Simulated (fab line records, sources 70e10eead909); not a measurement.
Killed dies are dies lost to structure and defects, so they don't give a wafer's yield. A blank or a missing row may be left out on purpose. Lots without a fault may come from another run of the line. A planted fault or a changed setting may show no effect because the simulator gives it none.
Which tool did it? | flow nand_harc | 14 lots, 42 wafers sampled, at 4 steps of a route of 1302

WHAT THE GAUGES READ, wafer by wafer
NHARC_A_ONON_D2_THK_MEAS_08: measures by ellipsometry. Usual: thk_nm 1000 nm, standard deviation 11.
lot  | measured     | on            | thk_nm (nm)    | flag
L742 | day 11 23:20 | film_metro-02 | 998 1000 999   |
L744 | day 13 12:00 | film_metro-01 | 1006 1006 1006 |
L746 | day 14 14:36 | film_metro-02 | 997 994 997    |
L745 | day 14 14:37 | film_metro-01 | 1000 999 1000  |
L747 | day 15 05:50 | film_metro-01 | 989 990 989    |
L749 | day 15 13:12 | film_metro-01 | 980 981 981    |
L750 | day 15 20:30 | film_metro-02 | 985 986 988    |
L751 | day 16 05:35 | film_metro-01 | 1001 1000 1000 |
L752 | day 17 03:52 | film_metro-01 | 1009 1011 1009 |
L757 | day 18 21:26 | film_metro-01 | 999 998 997    |
L758 | day 19 09:13 | film_metro-02 | 1010 1008 1010 |
L761 | day 20 13:19 | film_metro-01 | 1013 1017 1015 |
L763 | day 21 01:58 | film_metro-02 | 1019 1019 1020 |
L765 | day 22 12:55 | film_metro-02 | 1001 1004 1001 |

NHARC_A_CHANNEL_HOLE_D2_INSPECT_12. Usual: raw_defect_count 37, standard deviation 23.
lot  | measured     | on                | raw_defect_count | flag
L742 | day 12 19:11 | defect_inspect-02 | 10 7 6           |
L744 | day 14 07:31 | defect_inspect-01 | 62 56 50         |
L746 | day 15 11:55 | defect_inspect-01 | 52 54 60         |
L745 | day 15 10:23 | defect_inspect-02 | 3 2 4            |
L747 | day 15 20:37 | defect_inspect-02 | 47 54 69         |
L749 | day 16 06:15 | defect_inspect-02 | 54 62 60         |
L750 | day 16 10:41 | defect_inspect-01 | 48 55 51         |
L751 | day 16 22:21 | defect_inspect-02 | 45 49 47         |
L752 | day 17 18:36 | defect_inspect-01 | 6 9 11           |
L757 | day 19 14:30 | defect_inspect-02 | 69 65 69         |
L758 | day 19 23:49 | defect_inspect-02 | 59 64 64         |
L761 | day 21 03:32 | defect_inspect-01 | 28 29 15         |
L763 | day 21 22:27 | defect_inspect-02 | 16 29 27         |
L765 | day 23 02:59 | defect_inspect-02 | 4 1 4            |

WHICH TOOL RAN EACH LOT (tool, then ch and the chambers of the sampled wafers, then the start)
lot  | NHARC_A_ONON_D2_DEP_33          | NHARC_A_CHANNEL_HOLE_D2_SOFTBAKE_05
L742 | pecvd-01 ch 1,2, day 12 10:53   | litho_track-01 ch 0, day 12 18:00
L744 | pecvd-04 ch 0,1,2, day 14 00:11 | litho_track-04 ch 0, day 14 06:00
L746 | pecvd-01 ch 0,1, day 15 05:18   | litho_track-06 ch 0, day 15 11:00
L745 | pecvd-02 ch 0,1, day 15 05:09   | litho_track-06 ch 0, day 15 09:00
L747 | pecvd-01 ch 0,1, day 15 17:23   | litho_track-04 ch 0, day 15 20:00
L749 | pecvd-01 ch 0,1,2, day 16 00:02 | litho_track-06 ch 0, day 16 05:00
L750 | pecvd-01 ch 0,2, day 16 07:23   | litho_track-06 ch 0, day 16 10:00
L751 | pecvd-02 ch 0,1,2, day 16 17:47 | litho_track-01 ch 0, day 16 21:00
L752 | pecvd-04 ch 1,2, day 17 15:00   | litho_track-04 ch 0, day 17 17:00
L757 | pecvd-02 ch 0,2, day 19 09:10   | litho_track-04 ch 0, day 19 13:00
L758 | pecvd-01 ch 0,2, day 19 20:31   | litho_track-04 ch 0, day 19 23:00
L761 | pecvd-02 ch 0,1, day 21 00:10   | litho_track-01 ch 0, day 21 02:00
L763 | pecvd-04 ch 0,2, day 21 15:54   | litho_track-01 ch 0, day 21 21:00
L765 | pecvd-02 ch 1,2, day 22 23:45   | litho_track-04 ch 0, day 23 02:00
- NHARC_A_ONON_D2_DEP_33: deposits SiO2, target thk 200 nm.
- NHARC_A_CHANNEL_HOLE_D2_SOFTBAKE_05: time 55 s.

WHAT THE TOOLS THEMSELVES READ (means of the sampled wafers that have a number; where no wafer has one, the mark that the record gives instead)
NHARC_A_ONON_D2_DEP_33. Usual: heater_power_w 544 W, standard deviation 110; throttle_valve_pct 15.9 %, standard deviation 0.55.
lot  | tool     | heater_power_w (W) | throttle_valve_pct (%) | flag
L742 | pecvd-01 | 662                | 16.2                   |
L744 | pecvd-04 | 545                | 15.9                   |
L746 | pecvd-01 | 474                | 15.7                   |
L745 | pecvd-02 | 407                | 16.0                   |
L747 | pecvd-01 | 531                | 15.8                   |
L749 | pecvd-01 | 607                | 16.1                   |
L750 | pecvd-01 | 642                | 15.9                   |
L751 | pecvd-02 | 492                | 15.6                   |
L752 | pecvd-04 | 528                | 16.0                   |
L757 | pecvd-02 | 641                | 15.6                   |
L758 | pecvd-01 | 613                | 16.2                   |
L761 | pecvd-02 | 463                | 16.2                   |
L763 | pecvd-04 | 537                | 16.0                   |
L765 | pecvd-02 | 620                | 15.6                   |

NHARC_A_CHANNEL_HOLE_D2_SOFTBAKE_05. Usual: heater_power_total_W 188.46 W, standard deviation 0.13; resist_line_temp_C 22.97 C, standard deviation 0.11.
lot  | tool           | heater_power_total_W (W) | resist_line_temp_C (C) | flag
L742 | litho_track-01 | 188.53                   | 23.09                  |
L744 | litho_track-04 | 188.49                   | 22.92                  |
L746 | litho_track-06 | 188.40                   | 23.07                  |
L745 | litho_track-06 | 188.55                   | 22.93                  |
L747 | litho_track-04 | 188.34                   | 22.90                  |
L749 | litho_track-06 | 188.46                   | 23.00                  |
L750 | litho_track-06 | 188.40                   | 22.89                  |
L751 | litho_track-01 | 188.57                   | 23.03                  |
L752 | litho_track-04 | 188.53                   | 22.99                  |
L757 | litho_track-04 | 222.64                   | 23.15                  | OFF
L758 | litho_track-04 | 222.55                   | 22.95                  | OFF
L761 | litho_track-01 | 188.38                   | 23.11                  |
L763 | litho_track-01 | 188.50                   | 23.08                  |
L765 | litho_track-04 | 188.53                   | 22.76                  |

THE ANSWER, worked out from the rows above alone
Rule: a lot is off if the mean of its wafers that have a number lies more than 3 standard deviations from the usual mean. A lot without any number at a reading at which 4 lots or more have one is off too. The other lots that the step has rows for count as sound. The gauges are gone through in route order, then the tools' own readings, and for those a lot's mean is taken as printed above. The first step at which some lot is off is used, and at that step the reading that is off furthest; a lot without a number counts as furthest.
Off: L757, L758, at NHARC_A_CHANNEL_HOLE_D2_SOFTBAKE_05 (heater_power_total_W).
A tool fits if, at that step or a process step before it, it ran every lot that is off, and no sound lot after the first of them. None of those tried fits.

WHAT THE SIMULATOR HAD PUT IN
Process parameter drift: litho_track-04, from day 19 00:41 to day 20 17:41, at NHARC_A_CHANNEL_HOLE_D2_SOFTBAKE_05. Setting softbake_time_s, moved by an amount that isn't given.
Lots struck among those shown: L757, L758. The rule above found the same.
